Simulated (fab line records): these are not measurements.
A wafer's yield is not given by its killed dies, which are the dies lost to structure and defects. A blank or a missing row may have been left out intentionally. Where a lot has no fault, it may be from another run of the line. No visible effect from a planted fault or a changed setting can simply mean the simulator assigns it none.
Which tool is to blame? :: flow n5_finfet :: 10 lots, 30 wafers sampled, at 2 steps of a route of 1938

## WHAT THE GAUGES SHOWED, per wafer
N5_BEOL_M2_CD_MEAS_35: target cd 18 nm, target cd y 22.2 nm.
lot: L882
measured: day 6 16:14
on: cd_sem-01
cd_nm (nm): 18.18 18.35 18.36

lot: L883
measured: day 7 04:26
on: cd_sem-01
cd_nm (nm): 18.11 18.33 18.37

lot: L885
measured: day 7 12:45
on: cd_sem-01
cd_nm (nm): 17.83 17.77 17.83

lot: L886
measured: day 8 09:44
on: cd_sem-03
cd_nm (nm): 17.92 18.51 17.92

lot: L890
measured: day 9 07:27
on: cd_sem-03
cd_nm (nm): 17.69 18.08 17.90

lot: L889
measured: day 9 08:37
on: cd_sem-01
cd_nm (nm): 18.21 18.04 18.27

lot: L895
measured: day 10 22:45
on: cd_sem-03
cd_nm (nm): 18.37 17.90 18.30

lot: L896
measured: day 10 22:49
on: cd_sem-02
cd_nm (nm): 18.11 18.35 17.62

lot: L900
measured: day 11 10:16
on: cd_sem-01
cd_nm (nm): 17.55 17.99 17.83

lot: L901
measured: day 11 18:04
on: cd_sem-02
cd_nm (nm): 18.37 17.86 17.88

## WHAT TOOL EACH LOT RAN ON (gives the tool, then ch and the chambers of the sampled wafers, and finally the start)
lot: L882
N5_BEOL_M2_STRIP_36: rie_diel-02 ch 0,1,3, day 6 15:53

lot: L883
N5_BEOL_M2_STRIP_36: rie_diel-04 ch 0,1,2, day 7 04:06

lot: L885
N5_BEOL_M2_STRIP_36: rie_diel-01 ch 0,1,3, day 7 12:23

lot: L886
N5_BEOL_M2_STRIP_36: rie_diel-02 ch 1,2,3, day 8 09:24

lot: L890
N5_BEOL_M2_STRIP_36: rie_diel-02 ch 0,1,2, day 9 07:06

lot: L889
N5_BEOL_M2_STRIP_36: rie_diel-01 ch 1,2,3, day 9 08:08

lot: L895
N5_BEOL_M2_STRIP_36: rie_diel-04 ch 0,1,2, day 10 22:24

lot: L896
N5_BEOL_M2_STRIP_36: rie_diel-01 ch 0,1,2, day 10 22:28

lot: L900
N5_BEOL_M2_STRIP_36: rie_diel-02 ch 1,2, day 11 09:55

lot: L901
N5_BEOL_M2_STRIP_36: rie_diel-01 ch 1,3, day 11 17:43
- N5_BEOL_M2_STRIP_36: strips in N2/H2.

## THE ANSWER, worked out from the rows above alone
Rule: usual is defined by the lots themselves. Put in order of their means at a reading, lots are off if they are a third of the lots or fewer, leave a main group of 4 or more, and stand apart from it by a gap of 3 or more times the standard deviation of the main group's means; of several such gaps the widest counts. A main group is skipped when, at the precision printed for the reading in the tables above, its means are all equal. A lot without any number at a reading at which 4 lots or more have one is off too. The other lots that the step has rows for count as sound.
Across all readings shown, no lot is off: no conclusion can be drawn from this.

## WHAT HAD BEEN PUT IN BY THE SIMULATOR
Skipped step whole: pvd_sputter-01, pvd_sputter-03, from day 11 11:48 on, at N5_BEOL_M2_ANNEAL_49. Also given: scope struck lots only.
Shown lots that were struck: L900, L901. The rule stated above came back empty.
